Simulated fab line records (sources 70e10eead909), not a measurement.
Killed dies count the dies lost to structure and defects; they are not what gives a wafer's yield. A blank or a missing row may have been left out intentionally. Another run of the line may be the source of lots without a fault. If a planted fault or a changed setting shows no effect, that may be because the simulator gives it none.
Chamber matching / flow nandHarc / NHARC_A_BONDPAD_CMP_19 on cmp-03: 4 sister chambers
The step polishes, t overpolish 30 s, cu recess touch 16 s, target thk 169.82 nm. 8 wafers are shown with their chamber, then 7 later ones without.

WAFERS, EACH WITH ITS CHAMBER
wafer=L593.1; chamber=2; motorCurrentA (A)=9.8; overpolishRunS (s)=30.003
wafer=L599.3; chamber=1; motorCurrentA (A)=11.3; overpolishRunS (s)=29.994
wafer=L599.5; chamber=2; motorCurrentA (A)=9.8; overpolishRunS (s)=30.000
wafer=L598.2; chamber=3; motorCurrentA (A)=11.4; overpolishRunS (s)=29.989
wafer=L598.4; chamber=0; motorCurrentA (A)=11.3; overpolishRunS (s)=30.004
wafer=L598.6; chamber=3; motorCurrentA (A)=11.3; overpolishRunS (s)=29.994
wafer=L612.1; chamber=1; motorCurrentA (A)=11.8; overpolishRunS (s)=29.978
wafer=L612.3; chamber=0; motorCurrentA (A)=11.8; overpolishRunS (s)=30.002

WAFERS WHOSE CHAMBER IS MISSING
wafer=L612.6; motorCurrentA (A)=9.5; overpolishRunS (s)=30.000
wafer=L613.1; motorCurrentA (A)=11.3; overpolishRunS (s)=30.011
wafer=L613.4; motorCurrentA (A)=11.6; overpolishRunS (s)=29.995
wafer=L613.5; motorCurrentA (A)=11.1; overpolishRunS (s)=30.001
wafer=L616.1; motorCurrentA (A)=11.5; overpolishRunS (s)=30.006
wafer=L616.3; motorCurrentA (A)=11.0; overpolishRunS (s)=30.012
wafer=L616.5; motorCurrentA (A)=11.0; overpolishRunS (s)=29.990

WHICH CHAMBER EACH ONE RAN IN
wafer=L612.6; from the rows above=2; in truth=2
wafer=L613.1; from the rows above=can't be placed: 0 or 3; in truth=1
wafer=L613.4; from the rows above=can't be placed: 3 or 0 or 1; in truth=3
wafer=L613.5; from the rows above=can't be placed: 0 or 3 or 1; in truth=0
wafer=L616.1; from the rows above=can't be placed: 0 or 3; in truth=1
wafer=L616.3; from the rows above=can't be placed: 0 or 3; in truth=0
wafer=L616.5; from the rows above=can't be placed: 3 or 1 or 0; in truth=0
Correct placement for 1 of the 7. Cannot be placed on the basis of these rows: 6; the candidates contain the true chamber in 4. Wrongly placed: 0.
How it was worked out, from the rows above alone: a wafer's distance from a chamber is the root of the sum, over the readings, of the square of ((its reading less the chamber's mean) divided by the reading's scatter). The wafer belongs to the nearest chamber; if the next one is less than 2 further off, it can't be placed. The mean given for a chamber averages the wafers shown for that chamber. The scatter: the root of (the sum of the squares of (reading less its chamber's mean) over the shown wafers, divided by (wafers less chambers)).
